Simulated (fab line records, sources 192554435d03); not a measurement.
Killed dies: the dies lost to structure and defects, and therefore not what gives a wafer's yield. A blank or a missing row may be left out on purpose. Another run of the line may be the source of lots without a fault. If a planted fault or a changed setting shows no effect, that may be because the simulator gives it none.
Struck lot and sound lot, side by side / flow n5Finfet / 37 steps out of a route of 1938
Sound: these wafers, L200.1, L200.3, L200.6. Wafers L193.1, L193.3, L193.4 were the ones struck. The cause comes at the end.
For every step that has rows: the tool of each side, followed by ch and its chambers, followed by its first start. Under that, the readings that differ: sound wafers / struck wafers / difference of the means / sigmas: that difference in standard deviations of wafers without a fault.
alike: same words and numbers on both sides, and readings whose means sit less than 2 such deviations apart. not compared: any withheld reading, any reading some wafer has no value for, any bound like >300 that may hide the same value, and any number with overlapping values for which the record gives no deviation.
The two part at a step that has a row with sigmas, a row that says differs or no value, or rows on one side only. When numbers do not overlap yet have no deviation, they are printed without sigmas and do not part them. A reading that every wafer of one side lacks parts them only if that side has two wafers or more.

first, 12 steps without rows for these wafers: N5_SD_EPI_P_STRIP_38 (strips in N2/H2); N5_SD_EPI_P_ETCHBACK_46 (etches SiNx in CH3F/O2, stops on SiO2, target depth 17.5 nm); N5_SD_EPI_P_ETCH_47 (etches SiOCN in CH3F/O2, target depth 25 nm); N5_SD_EPI_P_ETCH_16 (etches SiO2 in CHF3/O2, target depth 5 nm); N5_SD_EPI_P_STRIP_50 (strips in CHF3/O2); N5_SD_EPI_P_SD_RECESS_17 (chemistry HBr/Cl2/O2, target depth 39.1 nm, bt time 3 s); N5_SD_EPI_P_WET_ETCH_45 (etches SiO2 in dHF, time 10.7 s, target depth 2 nm, rinse time 30 s); N5_SD_EPI_P_STRIP_40 (strips in N2/H2); N5_SD_EPI_P_PRECLEAN_52 (cleans in O3/DIW, time 60 s); N5_SD_EPI_P_SRD_20 (time 30 s); N5_SD_EPI_P_PRECLEAN_51 (cleans in NF3:NH3, afs cycles 1, time 20 s, sublimation time 60 s); N5_SD_EPI_P_VAPOR_ETCH_44 (etches SiGe30 in NF3/Ar, time 3.3 s).
N5_SD_EPI_P_EPI_21: deposits SiGe:B, time 355 s.
  sound on epiRpcvd-02 ch 0, day 8 23:48; struck on epiRpcvd-03 ch 0, day 7 07:13
reading=chamberPressureTorr (Torr); sound=20.01 19.97 20.02; struck=28.06 28.08 28.03; difference=+8.06; sigmas=+99 or more
reading=model.SiGe-B_of_SD_EPI_P_EPI_21.thkNm (nm); sound=60.4 60.4 60.6; struck=68.8 69.4 68.4; difference=+8.4; sigmas=
  alike: lampInnerPct
N5_SD_EPI_P_EPI_MEAS_23:
  struck on filmMetro-02, day 7 09:25; sound on filmMetro-02, day 9 02:00
reading=thkNm (nm); sound=60.9 60.1 60.2; struck=68.2 71.3 68.0; difference=+8.8; sigmas=+7
then, 8 steps without rows for these wafers: N5_SD_EPI_P_HM_STRIP_48 (strips SiNx in H3PO4, material SiNx, target depth 3 nm); N5_SD_EPI_P_SRD_49 (time 30 s); N5_SD_EPI_P_PRECLEAN_24 (cleans in O3/DIW, time 45 s); N5_SD_EPI_P_PRECLEAN_32 (cleans in dHF, time 10 s); N5_SD_EPI_P_PRECLEAN_33 (cleans in SC2, time 45 s); N5_SD_EPI_P_SRD_25 (time 30 s); N5_SD_ACTIVATION_RTA_00 (time 0 s); N5_SD_ACTIVATION_LSA_01 (time 0.0008 s).
N5_SD_ACTIVATION_RS_MEAS_03: the measuring method here is four-point-probe.
  struck on filmMetro-02, day 7 10:09; sound on filmMetro-01, day 9 02:41
reading=RS_SD_P (ohm/sq); sound=56.5 56.7 56.3; struck=45.9 45.7 46.6; difference=-10.4; sigmas=-13
  alike: RS_SD_N
then, 12 steps without rows for these wafers: N5_ILD0_LINER_00 (material SiNx, target thk 4 nm, pulse time 1 s, purge time 2 s); N5_ILD0_FCVD_FILL_01 (material SiO2 flowable, target thk 200 nm, time 328.3 s); N5_ILD0_CURE_02 (time 1800 s); N5_ILD0_CMP_03 (polishes, stops on SiNx, t overpolish 1.9 s, target thk 197.38 nm); N5_ILD0_CMP_07 (polishes SiO2 flowable, stops on poly-Si, t overpolish 1.18 s, target thk 138.88 nm); N5_ILD0_PRECLEAN_10 (cleans in NF3:NH3, afs cycles 5, time 20 s, sublimation time 60 s); N5_ILD0_ALD_15 (deposits SiNx, target thk 24 nm, pulse time 1 s, ald cycles 480); N5_ILD0_CMP_12 (polishes SiNx, stops on poly-Si, t overpolish 6 s, target thk 17.67 nm); N5_SDB_HM_DEP_00 (deposits SiNx from SiH4/NH3/N2, target thk 40 nm, time 35.3 s); N5_SDB_COAT_03 (time 60 s, resist thk 100 nm); N5_SDB_COAT_04 (time 60 s, resist thk 18 nm); N5_SDB_COAT_05 (resist thk 90 nm).
N5_MOL_CONTACT_COAG_ETCH_110: etches Si in CF4/O2, target depth 2.5 nm, time 8 s.
  sound on rieDiel-02 ch 1,2,3, day 10 09:05; struck on rieDiel-01 ch 0,1,2, day 8 14:53
reading=model.SiGe-B_of_SD_EPI_P_EPI_21.thkNm (nm); sound=57.6 57.4 57.8; struck=65.4 66.2 65; difference=+7.9; sigmas=
  alike: cf4FlowSccm, drypumpMotorCurrentA, oesProductAu, rfVppV, showerheadPlenumPTorr, throttleValvePct
  not compared: rfHoursCounterH
-- the record jumps here: 3 days lie between the struck wafers' starts before and after (it left off in module MOL_CONTACT_COAG and takes up again in module BEOL_M4, whose first step shown is number 1111 of the route) --
N5_BEOL_M4_RC_MEAS_101:
  sound on prober-01 ch 0, day 14 02:31; struck on prober-01 ch 0, day 11 22:49
reading=RC_DENSE_P (ohm.um); sound=23.4 24.6 23.6; struck=22.4 21.6 21.4; difference=-2.1; sigmas=-4
reading=REXT_P (ohm.um); sound=97.3 100.9 98.2; struck=92.7 91.1 90.6; difference=-7.3; sigmas=-3
reading=RS_SD_P (ohm/sq); sound=67.1 67.3 66.8; struck=54.2 53.6 54.5; difference=-13.0; sigmas=-14
  alike: DIBL_N, DIBL_P, IOFF_N, IOFF_P, ION_N, ION_P, SS_N, SS_P, VT_N, VT_P

== WHERE THEY PART ==
Last at N5_BEOL_M4_RC_MEAS_101 as far as this record goes, first at N5_SD_EPI_P_EPI_21.

WHY: whatever the simulator had introduced
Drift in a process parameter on epiRpcvd-03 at N5_SD_EPI_P_EPI_21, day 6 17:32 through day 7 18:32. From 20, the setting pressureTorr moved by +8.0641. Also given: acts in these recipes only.
